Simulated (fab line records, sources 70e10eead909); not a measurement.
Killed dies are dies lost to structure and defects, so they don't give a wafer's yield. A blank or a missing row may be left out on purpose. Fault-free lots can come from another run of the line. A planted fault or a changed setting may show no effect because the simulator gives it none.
fab line records	flow nand_harc	part 1 of 2: steps 1 to 4 of 6
record lots=23	wafers=69	last_day=24
route steps=1159 shown A_CHANNEL_HOLE_D1@469 A_CHANNEL_FILL_D1@492 A_STAIRCASE@532
lots that met no fault: from a run of the same line without faults
start_h: hours from the record's opening day to when the first of the lot's shown wafers began	wait_h: how many hours have passed since the lot's step before this one	" as in the row above	L1.1+2: a single row standing in for several wafers	- either no value or no given start	* or withheld: withheld	< > ~ a bound
route shown NAME@n: names a module that has steps shown in the file, with the first one's number in the route	usual: mean/standard deviation of fault-free wafers	same: alike in all rows	chamber/n: place in a boat	sites: per-site readings	_std_site: how widely they spread, as a standard deviation	_edge_site: the outer-site mean with the inner-site mean subtracted	radius_mm: how far each site lies from the wafer's centre	mask NAME#n: copy n	behind: the most recent tool/chamber to have shaped the wafer	hold: the reason the lot was held/the length of the hold in hours/how it ended	device: which transistor (n, p or np) failed to switch	end of line: tests run on the same wafers once the route is complete	where a step has no rows: the recipe by itself	killed: dies lost to structure and defects at the first sort, not the wafer's yield	map: a wafer's dies, x killed, . not, _ none there
set.NAME: setting as actually run; set.NAME@STEP: the setting as run at that earlier step	model.NAME: the simulator's own value behind a step, which no gauge read
route steps across a sampled set of lots; one table per step, one row per wafer
services: from which hour (start_h, from the record's first day; less than 0 if before it) a tool's chamber was out of use, for how many hours, and why
## steps
# step NHARC_A_CHANNEL_HOLE_D1_ETCH_16
# recipe target_depth_a=31000	over_etch_frac=0.3	time_s=806	ion_energy_ev=150	o2_flow_sccm=400	cos_flow_sccm=20	ar_flow_sccm=0	rf_w=500	bias_w=300	chemistry=O2/COS
# usual drypump_motor_current_A=5.8/0.37	oes_product_au=1.000/0.0081	rf_vpp_V=314.5/1.7	showerhead_plenum_p_Torr=3.14/0.1	throttle_valve_pct=28.330/0.0087
lot.wafer	tool	chamber	start_h	wait_h	drypump_motor_current_A	oes_product_au	rf_hours_counter_h	rf_vpp_V	showerhead_plenum_p_Torr	throttle_valve_pct
L075.1	rie_diel-11	1	-	-	6.6	0.991	10	312.4	2.97	28.321
L075.2	"	3	"	"	5.9	0.995	10	310.8	2.96	28.330
L075.5	"	1	"	"	6.6	1.000	-	311.4	2.97	28.326
L074.1	rie_diel-04	1	-	-	5.4	0.997	5	312.7	3.06	28.331
L074.4	"	3	"	"	5.6	0.998	4	315.3	3.20	28.333
L074.6	"	2	"	"	6.3	1.002	-	316.4	3.22	28.334
L077.2	rie_diel-09	3	-	-	5.6	0.993	8	314.7	3.15	28.331
L077.1	"	1	"	"	5.8	1.008	8	315.6	3.30	28.338
L077.6	"	1	"	"	5.7	0.997	-	319.0	3.30	28.320
L076.1	rie_diel-04	2	-	-	6.3	0.997	5	315.8	3.22	28.329
L076.4	"	1	"	"	5.4	0.991	5	312.3	3.06	28.341
L076.6	"	3	"	"	5.7	0.998	-	315.3	3.20	28.326
L078.2	rie_diel-04	3	-	-	5.7	1.005	6	315.8	3.20	28.334
L078.1	"	0	"	"	5.6	0.985	6	313.4	3.11	28.327
L078.3	"	2	"	"	6.3	0.991	6	316.9	3.22	28.333
L079.2	rie_diel-04	0	-	-	5.7	1.001	7	314.6	3.11	28.319
L079.4	"	1	"	"	5.4	1.007	6	313.6	3.06	28.323
L079.6	"	2	"	"	6.3	1.006	-	315.6	3.22	28.344
L080.3	rie_diel-11	2	-	-	5.7	1.003	1	316.3	3.29	28.334
L080.5	"	0	"	"	5.9	1.001	-	314.9	3.13	28.327
L080.4	"	3	"	"	5.9	1.016	-	311.8	2.96	28.336
L081.1	rie_diel-04	1	-	-	5.4	1.010	8	312.5	3.06	28.353
L081.2	"	2	"	"	6.3	1.009	8	315.1	3.22	28.338
L081.6	"	0	"	"	5.6	0.997	-	312.0	3.11	28.327
L082.1	rie_diel-09	3	-	-	5.6	0.996	10	314.1	3.15	28.328
L082.6	"	2	"	"	5.2	0.993	-	314.9	3.14	28.338
L082.5	"	1	"	"	5.7	1.002	-	316.9	3.29	28.337
L083.3	rie_diel-11	3	-	-	5.9	0.999	2	312.3	2.96	28.313
L083.1	"	1	"	"	6.6	0.988	1	311.5	2.97	28.334
L083.5	"	0	"	"	5.9	0.990	-	313.8	3.13	28.330
L084.3	rie_diel-04	2	-	-	6.3	0.997	9	315.0	3.22	28.331
L084.5	"	1	"	"	5.4	1.003	-	312.6	3.06	28.336
L084.6	"	2	"	"	6.3	1.003	-	314.1	3.22	28.348
L087.1	rie_diel-04	2	-	-	6.3	1.003	11	315.3	3.21	28.325
L087.2	"	3	"	"	5.7	0.989	11	315.0	3.20	28.332
L087.4	"	1	"	"	5.4	0.998	11	313.1	3.06	28.321
L086.2	rie_diel-04	3	-	-	5.7	1.008	11	314.6	3.20	28.323
L086.4	"	1	"	"	5.4	1.000	11	313.8	3.06	28.333
L086.1	"	2	"	"	6.3	0.993	11	315.1	3.21	28.340
L089.4	rie_diel-04	1	-	-	5.4	1.001	13	312.6	3.05	28.321
L089.3	"	3	"	"	5.7	0.986	13	314.9	3.19	28.329
L089.5	"	1	"	"	5.4	0.994	-	313.6	3.05	28.325
L088.1	rie_diel-09	3	-	-	5.6	1.009	0	314.7	3.15	28.327
L088.3	"	2	"	"	5.2	1.000	0	314.3	3.14	28.331
L088.4	"	3	"	"	5.6	1.009	-	314.9	3.15	28.322
L091.1	rie_diel-04	0	-	-	5.6	1.006	13	313.6	3.10	28.330
L091.2	"	1	"	"	5.4	1.001	13	313.1	3.05	28.345
L091.3	"	2	"	"	6.3	1.002	13	317.4	3.21	28.341
L090.3	rie_diel-11	3	-	-	5.9	0.997	4	312.2	2.96	28.328
L090.1	"	0	"	"	5.9	1.004	4	313.4	3.13	28.327
L090.4	"	2	"	"	5.7	1.010	4	317.7	3.29	28.332
L092.4	rie_diel-11	2	-	-	5.7	1.015	5	315.4	3.29	28.333
L092.1	"	3	"	"	5.9	1.008	5	313.3	2.96	28.332
L092.5	"	2	"	"	5.7	0.998	-	315.5	3.29	28.323
L093.2	rie_diel-11	3	-	-	5.9	1.011	6	311.6	2.96	28.325
L093.4	"	0	"	"	5.9	1.022	6	313.1	3.13	28.335
L093.6	"	2	"	"	5.7	1.018	-	315.9	3.29	28.345
L094.3	rie_diel-09	1	-	-	5.7	0.979	3	315.4	3.29	28.329
L094.6	"	1	"	"	5.8	0.983	-	317.2	3.29	28.349
L094.4	"	2	"	"	5.2	0.997	-	314.7	3.14	28.327
L096.4	rie_diel-11	1	-	-	6.6	0.986	6	311.2	2.97	28.336
L096.3	"	3	"	"	5.9	1.007	6	311.7	2.96	28.336
L096.1	"	0	"	"	5.9	1.002	7	313.9	3.13	28.321
L095.1	rie_diel-09	1	-	-	5.7	0.991	4	316.4	3.29	28.329
L095.3	"	2	"	"	5.2	1.006	4	314.6	3.14	28.338
L095.2	"	3	"	"	5.6	0.993	4	314.4	3.15	28.326
L097.4	rie_diel-09	3	-	-	5.6	0.993	5	314.5	3.15	28.334
L097.1	"	2	"	"	5.3	1.000	5	314.3	3.14	28.313
L097.5	"	3	"	"	5.6	1.006	-	315.3	3.15	28.335
# step NHARC_A_CHANNEL_HOLE_D1_CD_MEAS_18
# usual cd_nm=99.0/1.6
lot.wafer	tool	chamber	start_h	wait_h	cd_nm
L075.1	cd_sem-02	-	179.89	-	98.2
L075.2	"	-	"	"	97.9
L075.5	"	-	"	"	98.2
L074.1	cd_sem-01	-	181.87	-	99.9
L074.4	"	-	"	"	99.4
L074.6	"	-	"	"	101.2
L077.1	cd_sem-03	-	191.58	-	99.2
L077.2	"	-	"	"	99.9
L077.6	"	-	"	"	97.6
L076.1	cd_sem-02	-	191.69	-	99.1
L076.4	"	-	"	"	100.6
L076.6	"	-	"	"	96.3
L078.1	cd_sem-03	-	193.39	-	99.3
L078.2	"	-	"	"	99.8
L078.3	"	-	"	"	100.8
L079.2	cd_sem-02	-	200.25	-	98.5
L079.4	"	-	"	"	96.2
L079.6	"	-	"	"	96.1
L080.3	cd_sem-03	-	216.00	-	100.6
L080.4	"	-	"	"	99.0
L080.5	"	-	"	"	99.1
L081.1	cd_sem-02	-	216.08	-	100.8
L081.2	"	-	"	"	98.7
L081.6	"	-	"	"	100.4
L082.1	cd_sem-01	-	225.78	-	98.1
L082.5	"	-	"	"	100.9
L082.6	"	-	"	"	100.7
L083.1	cd_sem-02	-	225.87	-	100.5
L083.3	"	-	"	"	101.0
L083.5	"	-	"	"	101.9
L084.3	cd_sem-01	-	226.96	-	98.0
L084.5	"	-	"	"	100.3
L084.6	"	-	"	"	98.2
L087.1	cd_sem-02	-	251.19	-	98.9
L087.2	"	-	"	"	99.2
L087.4	"	-	"	"	101.3
L086.1	cd_sem-02	-	253.12	-	99.7
L086.2	"	-	"	"	99.2
L086.4	"	-	"	"	100.9
L089.3	cd_sem-02	-	265.17	-	98.2
L089.4	"	-	"	"	99.1
L089.5	"	-	"	"	99.6
L088.1	cd_sem-03	-	266.15	-	100.7
L088.3	"	-	"	"	102.5
L088.4	"	-	"	"	102.5
L091.1	cd_sem-03	-	271.27	-	101.4
L091.2	"	-	"	"	97.2
L091.3	"	-	"	"	98.3
L090.1	cd_sem-01	-	271.58	-	97.9
L090.3	"	-	"	"	98.6
L090.4	"	-	"	"	98.5
L092.1	cd_sem-01	-	282.50	-	97.1
L092.4	"	-	"	"	99.8
L092.5	"	-	"	"	98.6
L093.2	cd_sem-02	-	294.12	-	95.7
L093.4	"	-	"	"	99.7
L093.6	"	-	"	"	96.7
L094.3	cd_sem-03	-	294.37	-	99.6
L094.4	"	-	"	"	97.2
L094.6	"	-	"	"	99.3
L096.1	cd_sem-02	-	302.01	-	101.8
L096.3	"	-	"	"	96.9
L096.4	"	-	"	"	98.9
L095.1	cd_sem-02	-	303.78	-	100.2
L095.2	"	-	"	"	99.3
L095.3	"	-	"	"	100.5
L097.1	cd_sem-02	-	313.60	-	99.5
L097.4	"	-	"	"	98.0
L097.5	"	-	"	"	98.8
# step NHARC_A_CHANNEL_HOLE_D1_ETCH_44
# recipe target_depth_a=1400	overetch_a=140	time_s=77	ion_energy_ev=100	cf4_flow_sccm=80	o2_flow_sccm=20	ar_flow_sccm=0	rf_w=300	bias_w=100	chemistry=CF4/O2
# usual drypump_motor_current_A=5.9/0.38	oes_product_au=1.000/0.008	rf_vpp_V=197.7/1.2	showerhead_plenum_p_Torr=1.34/0.052	throttle_valve_pct=13.396/0.0092
lot.wafer	tool	chamber	start_h	wait_h	drypump_motor_current_A	oes_product_au	rf_hours_counter_h	rf_vpp_V	showerhead_plenum_p_Torr	throttle_valve_pct
L075.2	rie_diel-11	2	184.69	0.1	5.7	1.018	9	199.2	1.41	13.385
L075.1	"	0	"	"	5.9	0.994	10	197.3	1.34	13.417
L075.5	"	2	"	"	5.7	1.015	-	198.7	1.41	13.389
L074.4	rie_diel-11	0	188.86	0.1	5.9	1.000	10	196.6	1.34	13.397
L074.1	"	1	"	"	6.6	0.986	11	195.9	1.27	13.376
L074.6	"	3	"	"	5.9	0.992	-	197.1	1.27	13.410
L077.1	rie_diel-09	3	196.37	0.1	5.6	0.996	8	196.9	1.35	13.401
L077.2	"	1	"	"	5.8	0.993	8	199.7	1.41	13.397
L077.6	"	2	"	"	5.2	0.997	-	198.8	1.34	13.401
L076.4	rie_diel-04	1	196.48	0.1	5.4	0.998	6	198.3	1.31	13.392
L076.1	"	3	"	"	5.6	0.997	6	199.7	1.37	13.400
L076.6	"	1	"	"	5.4	0.999	-	198.1	1.31	13.392
L078.3	rie_diel-11	0	200.49	0.0	5.9	0.997	0	199.1	1.34	13.413
L078.1	"	1	"	"	6.6	0.991	0	196.7	1.27	13.402
L078.2	"	3	"	"	5.9	1.000	0	197.4	1.27	13.391
L079.4	rie_diel-11	1	205.05	0.1	6.6	0.983	0	196.5	1.27	13.374
L079.2	"	2	"	"	5.7	1.007	0	199.0	1.41	13.394
L079.6	"	0	"	"	5.9	1.000	-	195.9	1.34	13.382
L080.3	rie_diel-04	2	220.77	0.1	6.3	1.007	8	196.8	1.38	13.408
L080.4	"	1	"	"	5.4	1.001	8	195.8	1.31	13.408
L080.5	"	2	"	"	6.3	0.999	-	198.7	1.38	13.398
L081.2	rie_diel-09	3	220.92	0.1	5.6	1.008	9	197.7	1.35	13.384
L081.1	"	2	"	"	5.2	1.008	9	197.3	1.34	13.389
L081.6	"	2	"	"	5.2	1.006	-	197.6	1.34	13.390
L082.1	rie_diel-11	1	230.60	0.1	6.6	0.991	1	196.7	1.27	13.392
L082.5	"	0	"	"	5.8	1.004	-	197.5	1.34	13.409
L082.6	"	1	"	"	6.6	0.996	-	196.2	1.27	13.387
L083.1	rie_diel-04	1	230.68	0.1	5.4	0.999	9	196.8	1.31	13.391
L083.3	"	2	"	"	6.3	0.989	9	198.5	1.38	13.414
L083.5	"	0	"	"	5.7	0.990	-	196.7	1.33	13.393
L084.3	rie_diel-11	0	234.77	0.1	5.9	1.001	3	198.2	1.34	13.405
L084.6	"	1	"	"	6.6	0.987	-	196.2	1.27	13.400
L084.5	"	2	"	"	5.7	1.014	-	199.2	1.41	13.402
L087.4	rie_diel-11	1	256.01	0.1	6.6	1.004	2	197.4	1.27	13.408
L087.1	"	3	"	"	5.9	0.996	3	197.6	1.26	13.409
L087.2	"	0	"	"	5.9	0.998	4	195.8	1.34	13.389
L086.1	rie_diel-04	0	260.15	0.1	5.7	0.992	12	197.9	1.33	13.411
L086.2	"	2	"	"	6.3	1.001	12	196.9	1.38	13.395
L086.4	"	3	"	"	5.6	0.987	12	198.0	1.37	13.401
L089.3	rie_diel-11	0	269.98	0.1	5.9	1.018	4	197.9	1.34	13.405
L089.4	"	3	"	"	5.9	1.008	4	197.4	1.26	13.393
L089.5	"	1	"	"	6.6	0.997	-	196.9	1.27	13.401
L088.3	rie_diel-09	1	270.97	0.1	5.7	0.990	1	200.1	1.41	13.396
L088.1	"	2	"	"	5.2	1.011	1	199.8	1.34	13.396
L088.4	"	3	"	"	5.6	1.012	-	197.8	1.35	13.381
L091.1	rie_diel-04	2	276.06	0.1	6.3	0.998	13	198.0	1.38	13.395
L091.2	"	3	"	"	5.6	0.998	13	197.8	1.37	13.399
L091.3	"	1	"	"	5.4	1.003	14	197.9	1.30	13.400
L090.4	rie_diel-11	2	276.36	0.1	5.7	0.999	4	199.8	1.41	13.399
L090.1	"	0	"	"	5.9	1.009	5	198.4	1.34	13.398
L090.3	"	1	"	"	6.6	1.001	4	196.7	1.27	13.398
L092.1	rie_diel-11	3	287.28	0.1	5.9	1.002	5	196.3	1.26	13.396
L092.4	"	1	"	"	6.6	0.998	5	197.3	1.27	13.391
L092.5	"	3	"	"	5.9	1.010	-	196.8	1.26	13.389
L093.2	rie_diel-04	2	298.93	0.1	6.3	0.997	0	198.6	1.38	13.412
L093.4	"	3	"	"	5.7	0.988	0	198.9	1.37	13.392
L093.6	"	3	"	"	5.7	1.001	-	197.8	1.37	13.390
L094.4	rie_diel-04	1	302.58	0.1	5.4	0.990	0	196.7	1.30	13.394
L094.3	"	3	"	"	5.6	1.004	0	197.9	1.37	13.403
L094.6	"	0	"	"	5.6	0.999	-	199.6	1.33	13.405
L096.4	rie_diel-11	1	306.82	0.1	6.6	1.002	6	196.4	1.27	13.391
L096.3	"	2	"	"	5.7	1.011	7	199.5	1.41	13.402
L096.1	"	3	"	"	5.9	1.013	7	196.9	1.26	13.387
L095.3	rie_diel-11	1	308.59	0.1	6.6	0.995	6	196.4	1.27	13.397
L095.2	"	2	"	"	5.7	0.998	7	197.9	1.41	13.374
L095.1	"	0	"	"	5.9	0.989	7	197.9	1.34	13.416
L097.1	rie_diel-11	3	318.39	0.1	5.9	1.003	7	196.6	1.26	13.385
L097.4	"	0	"	"	5.9	1.009	8	197.7	1.34	13.402
L097.5	"	0	"	"	5.9	0.999	-	198.2	1.34	13.392
# step NHARC_A_CHANNEL_FILL_D1_ALD_02
# recipe target_thk_a=60	pulse_time_s=10	ald_cycles=60	temp_c=300	material=SiO2
# usual heater_power_w=462/51	precursor_pulse_height_rel=0.998/0.02
# same ald_cycles=60	pulse_time_s=10
lot.wafer	tool	chamber	start_h	wait_h	heater_power_w	precursor_pulse_height_rel
L075.1	ald_hk-03	0	185.94	-	387	0.997
L075.2	"	1	"	"	425	1.032
L075.5	"	3	"	"	496	1.002
L074.1	ald_hk-01	2	190.12	-	427	1.005
L074.4	"	0	"	"	452	0.992
L074.6	"	1	"	"	496	1.008
L076.1	ald_hk-02	3	199.51	-	400	1.003
L076.4	"	2	"	"	506	1.043
L076.6	"	0	"	"	561	1.013
L077.2	ald_hk-01	1	199.63	-	498	1.015
L077.1	"	2	"	"	413	1.042
L077.6	"	0	"	"	455	1.005
L078.3	ald_hk-03	1	201.68	-	413	1.024
L078.1	"	2	"	"	439	0.981
L078.2	"	0	"	"	396	1.006
L079.2	ald_hk-01	1	206.30	-	508	1.020
L079.4	"	2	"	"	436	1.018
L079.6	"	1	"	"	497	0.998
L080.4	ald_hk-03	1	222.10	-	427	1.027
L080.3	"	2	"	"	432	0.992
L080.5	"	3	"	"	507	1.006
L081.1	ald_hk-03	2	222.39	-	425	1.014
L081.2	"	0	"	"	384	1.003
L081.6	"	2	"	"	425	0.971
L082.1	ald_hk-02	1	232.00	-	468	0.964
L082.6	"	2	"	"	488	0.987
L082.5	"	3	"	"	395	0.979
L083.1	ald_hk-02	1	232.29	-	464	1.018
L083.3	"	3	"	"	398	1.024
L083.5	"	1	"	"	464	0.982
L084.3	ald_hk-02	2	239.15	-	500	0.986
L084.5	"	2	"	"	505	1.010
L084.6	"	3	"	"	412	1.002
L087.1	ald_hk-02	2	257.19	-	500	0.953
L087.2	"	3	"	"	401	1.014
L087.4	"	1	"	"	458	1.001
L086.1	ald_hk-03	0	262.24	-	379	0.977
L086.4	"	1	"	"	437	0.981
L086.2	"	2	"	"	444	0.981
L089.4	ald_hk-01	1	272.81	-	523	0.997
L089.3	"	3	"	"	501	0.990
L089.5	"	0	"	"	456	1.006
L088.3	ald_hk-01	2	273.17	-	420	0.938
L088.1	"	0	"	"	449	1.010
L088.4	"	1	"	"	539	0.958
L091.1	ald_hk-03	3	277.31	-	505	1.044
L091.3	"	0	"	"	391	1.031
L091.2	"	1	"	"	405	1.007
L090.4	ald_hk-02	1	277.54	-	468	1.005
L090.3	"	2	"	"	517	1.004
L090.1	"	0	"	"	558	0.987
L092.1	ald_hk-03	2	288.45	-	441	0.990
L092.4	"	1	"	"	427	0.995
L092.5	"	2	"	"	447	1.018
L093.4	ald_hk-03	0	301.68	-	391	1.004
L093.2	"	3	"	"	506	0.990
L093.6	"	1	"	"	428	0.996
L094.4	ald_hk-02	0	303.76	-	528	0.987
L094.3	"	3	"	"	407	0.960
L094.6	"	0	"	"	538	0.995
L096.4	ald_hk-02	0	308.02	-	535	0.999
L096.1	"	1	"	"	468	0.967
L096.3	"	3	"	"	405	0.977
L095.3	ald_hk-01	0	309.84	-	453	0.988
L095.1	"	1	"	"	535	0.949
L095.2	"	2	"	"	425	0.985
L097.4	ald_hk-03	0	319.69	-	395	1.031
L097.1	"	2	"	"	429	0.998
L097.5	"	0	"	"	388	1.007
